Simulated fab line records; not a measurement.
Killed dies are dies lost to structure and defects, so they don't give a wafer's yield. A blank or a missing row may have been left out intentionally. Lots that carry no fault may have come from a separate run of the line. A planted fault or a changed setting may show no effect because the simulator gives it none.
Struck lot and sound lot, side by side | flow nand-harc | 15 out of 1159 route steps
Sound: the wafers L949.1, L949.2, L949.5. Wafers L951.1, L951.4, L951.5 were the ones struck. Last of all comes the cause.
Order at every step that has rows: each side's tool, ch and its chambers, its first start. Under that, the readings that differ: sound wafers | struck wafers | difference of the means | sigmas: that difference in standard deviations of wafers without a fault.
alike: readings with means less than 2 such deviations apart, plus words and numbers identical on both sides. not compared: withheld readings, readings lacking a value on some wafer, bounds such as >300 that could conceal the same value, and numbers that have no deviation in the record and whose values overlap.
Wherever a step has rows on one side only, a row that says differs or no value, or a row with sigmas, the two part there. When numbers do not overlap yet have no deviation, they are printed without sigmas and do not part them. A reading missing from all wafers of one side parts the sides only when that side holds two or more wafers.

first, 8 steps without rows for these wafers: NHARC_A_BLC_COAT_02 (time 75 s); NHARC_A_BLC_COAT_03 (time 65 s); NHARC_A_BLC_COAT_04 (resist thk 90 nm); NHARC_A_BLC_SOFTBAKE_05 (time 55 s); NHARC_A_BLC_EBR_06; NHARC_A_BLC_EXPOSE_07 (exposes mask A BLC, target cd 100 nm); NHARC_A_BLC_PEB_08 (peb time 65 s); NHARC_A_BLC_DEVELOP_09 (develop time 35 s).
NHARC_A_BLC_CD_MEAS_10: the cd target is 100 nm.
  sound on cd-sem-02 ch 0, day 17 13:05; struck on cd-sem-03 ch 0, day 17 18:26
  alike: cd-nm
NHARC_A_BLC_OVL_MEAS_11:
  sound on overlay-02, day 17 13:11; struck on overlay-01, day 17 18:31
  alike: overlay-x-nm, overlay-y-nm
NHARC_A_BLC_INSPECT_12:
  sound on defect-inspect-02, day 17 13:13; struck on defect-inspect-02, day 17 18:34
  alike: raw-defect-count
NHARC_A_BLC_DESCUM_15: chemistry O2, time 3 s.
  sound on rie-diel-13 ch 1,3, day 17 13:17; struck on rie-diel-02 ch 0,3, day 17 18:37
  alike: chamber-pressure-mTorr, drypump-motor-current-A, o2-flow-sccm, oes-product-au, rf-vpp-V, showerhead-plenum-p-Torr, throttle-valve-pct
  not compared: rf-hours-counter-h
NHARC_A_BLC_ETCH_16: etches the open film in CF4, target depth 39 nm, time 65 s.
  sound on rie-diel-13 ch 0,3, day 17 13:48; struck on rie-diel-02 ch 1,2, day 17 18:43
  reading               | sound             | struck            | difference | sigmas
  oes-product-au (a.u.) | 1.014 0.998 1.009 | 0.850 0.866 0.853 | -0.151     | -13
  alike: chamber-pressure-mTorr, drypump-motor-current-A, rf-vpp-V, showerhead-plenum-p-Torr, throttle-valve-pct
  not compared: rf-hours-counter-h
NHARC_A_BLC_ETCH_17: etches the open film in N2/H2, target depth 390 nm, time 609.38 s.
  sound: rie-diel-13 ch 0,3; struck: rie-diel-02 ch 0,1
  alike: chamber-pressure-mTorr, drypump-motor-current-A, h2-flow-sccm, oes-product-au, rf-vpp-V, showerhead-plenum-p-Torr, throttle-valve-pct
  not compared: rf-hours-counter-h
-- break in the record here, with 3 days between the starts of the struck wafers on either side (left off in module A_BLC, picked up again in module END, where the first step shown is number 1159 on the route) --
NHARC_END_SORT_01:
  at this point the record logs the struck wafers (prober-02 ch 0, day 20 09:07) and has no rows for the sound ones

== WHERE THEY PART ==
At NHARC_A_BLC_ETCH_16 first; at NHARC_END_SORT_01 last (within this record only).

WHY: what had been put in by the simulator
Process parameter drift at NHARC_A_BLC_ETCH_16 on rie-diel-02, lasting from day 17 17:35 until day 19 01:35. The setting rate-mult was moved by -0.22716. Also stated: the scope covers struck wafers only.
